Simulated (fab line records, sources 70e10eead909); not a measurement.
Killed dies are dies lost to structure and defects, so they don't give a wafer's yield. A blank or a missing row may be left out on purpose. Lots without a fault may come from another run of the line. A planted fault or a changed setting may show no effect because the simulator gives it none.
Which tool did it? | flow nand_harc | 12 lots, 36 wafers sampled, at 6 steps of a route of 1302

WHAT THE GAUGES READ, wafer by wafer
NHARC_P_GATE_CD_MEAS_26: target cd 120 nm.
lot  | measured     | on        | cd_nm (nm)
L600 | day 5 05:20  | cd_sem-03 | 119.3 120.1 119.3
L601 | day 5 10:53  | cd_sem-02 | 120.2 120.1 120.4
L602 | day 5 19:55  | cd_sem-01 | 120.2 119.1 119.8
L603 | day 6 10:22  | cd_sem-01 | 119.4 120.7 119.9
L605 | day 6 23:28  | cd_sem-01 | 120.4 120.3 120.7
L607 | day 8 04:16  | cd_sem-03 | 119.9 120.2 120.2
L610 | day 9 05:25  | cd_sem-01 | 120.1 120.0 120.0
L611 | day 9 17:06  | cd_sem-01 | 119.8 120.0 119.7
L612 | day 9 23:43  | cd_sem-01 | 120.2 119.3 119.6
L621 | day 13 21:46 | cd_sem-03 | 119.8 119.5 119.9
L622 | day 13 22:06 | cd_sem-02 | 120.8 120.1 120.5
L623 | day 14 11:48 | cd_sem-01 | 119.9 120.1 119.4

NHARC_P_GATE_CD_MEAS_46: target cd 720 nm.
lot  | measured     | on        | cd_nm (nm)
L600 | day 5 17:17  | cd_sem-02 | 719.5 720.0 722.0
L601 | day 5 22:40  | cd_sem-03 | 723.2 718.2 721.5
L602 | day 6 07:58  | cd_sem-03 | 722.0 720.5 720.4
L603 | day 6 23:25  | cd_sem-02 | 721.7 722.9 722.5
L605 | day 7 11:29  | cd_sem-03 | 719.2 720.7 720.3
L607 | day 8 16:13  | cd_sem-02 | 720.2 720.7 721.2
L610 | day 9 17:23  | cd_sem-03 | 719.3 722.2 721.1
L611 | day 10 07:13 | cd_sem-03 | 723.7 720.6 720.0
L612 | day 10 11:32 | cd_sem-02 | 669.2 667.4 667.5
L621 | day 14 11:53 | cd_sem-03 | 720.2 717.6 718.7
L622 | day 14 10:04 | cd_sem-03 | 719.8 719.5 720.4
L623 | day 14 23:52 | cd_sem-02 | 717.2 717.8 720.4

NHARC_END_SORT_01.
lot  | measured     | on        | killed_at_array | killed_at_other | killed_at_periphery | killed_dies | killed_open | killed_short
L612 | day 29 14:56 | prober-02 | 78              | 2               | 5                   | 85          | 1           | 3

WHICH TOOL RAN EACH LOT (tool, then ch and the chambers of the sampled wafers, then the start)
lot  | NHARC_P_GATE_ETCHBACK_37                      | NHARC_P_GATE_EXPOSE_43            | NHARC_P_GATE_DESCUM_48
L600 | rie_diel-11 ch 0,1,2, day 5 17:07 or earlier  | krf_scanner-03 ch 0, day 5 17:07  | rie_diel-06 ch 0,1,2, day 5 17:27
L601 | rie_diel-11 ch 1,2, day 5 22:31 or earlier    | krf_scanner-03 ch 0, day 5 22:31  | rie_diel-06 ch 0,1,2, day 5 22:51
L602 | rie_diel-11 ch 0,2, day 6 07:49 or earlier    | krf_scanner-02 ch 0, day 6 07:49  | rie_diel-04 ch 0,2, day 6 08:07
L603 | rie_diel-11 ch 0,2,3, day 6 23:16 or earlier  | krf_scanner-03 ch 0, day 6 23:16  | rie_diel-06 ch 1,3, day 6 23:35
L605 | rie_diel-11 ch 2,3, day 7 11:20 or earlier    | krf_scanner-01 ch 0, day 7 11:20  | rie_diel-06 ch 2,3, day 7 11:39
L607 | rie_diel-06 ch 1,2,3, day 8 16:04 or earlier  | krf_scanner-01 ch 0, day 8 16:04  | rie_diel-06 ch 1,2, day 8 16:23
L610 | rie_diel-04 ch 0,2,3, day 9 17:14 or earlier  | krf_scanner-03 ch 0, day 9 17:14  | rie_diel-04 ch 2,3, day 9 17:34
L611 | rie_diel-11 ch 2,3, day 10 07:04 or earlier   | krf_scanner-02 ch 0, day 10 07:04 | rie_diel-06 ch 0,3, day 10 07:23
L612 | rie_diel-04 ch 0,1, day 10 11:23 or earlier   | krf_scanner-02 ch 0, day 10 11:23 | rie_diel-11 ch 0,1,2, day 10 11:42
L621 | rie_diel-11 ch 2,3, day 14 11:43 or earlier   | krf_scanner-01 ch 0, day 14 11:43 | rie_diel-11 ch 0,2, day 14 12:02
L622 | rie_diel-04 ch 0,1,2, day 14 09:55 or earlier | krf_scanner-02 ch 0, day 14 09:55 | rie_diel-06 ch 1,2,3, day 14 10:15
L623 | rie_diel-11 ch 0,2, day 14 23:43 or earlier   | krf_scanner-02 ch 0, day 14 23:43 | rie_diel-06 ch 2,3, day 15 00:01
- NHARC_P_GATE_ETCHBACK_37: etches the open film in CHF3/O2, target depth 34.5 nm, time 17.2 s.
- NHARC_P_GATE_EXPOSE_43: exposes mask P NSD, target cd 720 nm.
- NHARC_P_GATE_DESCUM_48: chemistry O2, time 3 s.

WHAT THE TOOLS THEMSELVES READ (means of the sampled wafers that have a number; where no wafer has one, the mark that the record gives instead)
NHARC_P_GATE_ETCHBACK_37.
lot  | tool        | drypump_motor_current_A (A) | oes_product_au (a.u.) | rf_vpp_V (V) | showerhead_plenum_p_Torr (Torr) | throttle_valve_pct (%)
L600 | rie_diel-11 | 5.3                         | 0.930                 | 371.8        | 2.47                            | 20.578
L601 | rie_diel-11 | 5.2                         | 0.925                 | 370.1        | 2.39                            | 20.574
L602 | rie_diel-11 | 5.5                         | 0.925                 | 371.2        | 2.40                            | 20.576
L603 | rie_diel-11 | 5.6                         | 0.922                 | 369.4        | 2.38                            | 20.576
L605 | rie_diel-11 | 5.6                         | 0.991                 | 368.3        | 2.29                            | 20.572
L607 | rie_diel-06 | 5.3                         | 0.923                 | 370.7        | 2.40                            | 20.561
L610 | rie_diel-04 | 6.1                         | 0.990                 | 371.5        | 2.42                            | 20.569
L611 | rie_diel-11 | 5.6                         | 0.925                 | 367.6        | 2.29                            | 20.568
L612 | rie_diel-04 | 5.5                         | 0.913                 | 371.4        | 2.40                            | 20.568
L621 | rie_diel-11 | 5.5                         | 0.917                 | 368.5        | 2.30                            | 20.575
L622 | rie_diel-04 | 5.5                         | 0.913                 | 369.4        | 2.38                            | 20.574
L623 | rie_diel-11 | 5.5                         | 0.925                 | 369.6        | 2.39                            | 20.571

NHARC_P_GATE_DESCUM_48.
lot  | tool        | drypump_motor_current_A (A) | oes_product_au (a.u.) | rf_vpp_V (V) | showerhead_plenum_p_Torr (Torr) | throttle_valve_pct (%)
L600 | rie_diel-06 | 5.8                         | 0.993                 | 58.5         | 1.92                            | 11.315
L601 | rie_diel-06 | 5.8                         | 0.994                 | 57.3         | 1.92                            | 11.324
L602 | rie_diel-04 | 5.8                         | 0.994                 | 58.3         | 1.90                            | 11.313
L603 | rie_diel-06 | 4.9                         | 0.991                 | 58.1         | 1.95                            | 11.315
L605 | rie_diel-06 | 5.7                         | 1.003                 | 58.1         | 1.87                            | 11.312
L607 | rie_diel-06 | 5.3                         | 0.996                 | 57.0         | 1.89                            | 11.302
L610 | rie_diel-04 | 6.1                         | 1.003                 | 57.7         | 1.92                            | 11.314
L611 | rie_diel-06 | 5.3                         | 0.990                 | 57.3         | 1.99                            | 11.314
L612 | rie_diel-11 | 5.3                         | 0.993                 | 57.8         | 1.97                            | 11.311
L621 | rie_diel-11 | 5.5                         | 0.992                 | 57.1         | 1.90                            | 11.314
L622 | rie_diel-06 | 5.3                         | 0.990                 | 57.1         | 1.91                            | 11.305
L623 | rie_diel-06 | 5.7                         | 1.003                 | 57.8         | 1.87                            | 11.308

THE ANSWER, worked out from the rows above alone
Rule: what is usual is taken from the lots themselves. Put in order of their means at a reading, lots are off if they are a third of the lots or fewer, leave a main group of 4 or more, and stand apart from it by a gap of 3 or more times the standard deviation of the main group's means; of several such gaps the widest counts. A main group whose means are all the same, to the digits that the tables above print for the reading, isn't used. A lot without any number at a reading at which 4 lots or more have one is off too. The other lots that the step has rows for count as sound. The gauges are gone through in route order, then the tools' own readings, and for those a lot's mean is taken as printed above. The first step at which some lot is off is used, and at that step the reading that is off furthest; a lot without a number counts as furthest.
Off: L612, at NHARC_P_GATE_CD_MEAS_46 (cd_nm). The main group: mean 720.5 nm, standard deviation 1.1.
A tool fits if, at a process step before that reading, it ran every lot that is off, and no sound lot after the first of them. The gauges at NHARC_P_GATE_CD_MEAS_46 are tried like those tools. NHARC_P_GATE_ETCHBACK_37 gives no start for some lots, so the hours and the order of its lots are those of NHARC_P_GATE_EXPOSE_43. None of those tried fits.

WHAT THE SIMULATOR HAD PUT IN
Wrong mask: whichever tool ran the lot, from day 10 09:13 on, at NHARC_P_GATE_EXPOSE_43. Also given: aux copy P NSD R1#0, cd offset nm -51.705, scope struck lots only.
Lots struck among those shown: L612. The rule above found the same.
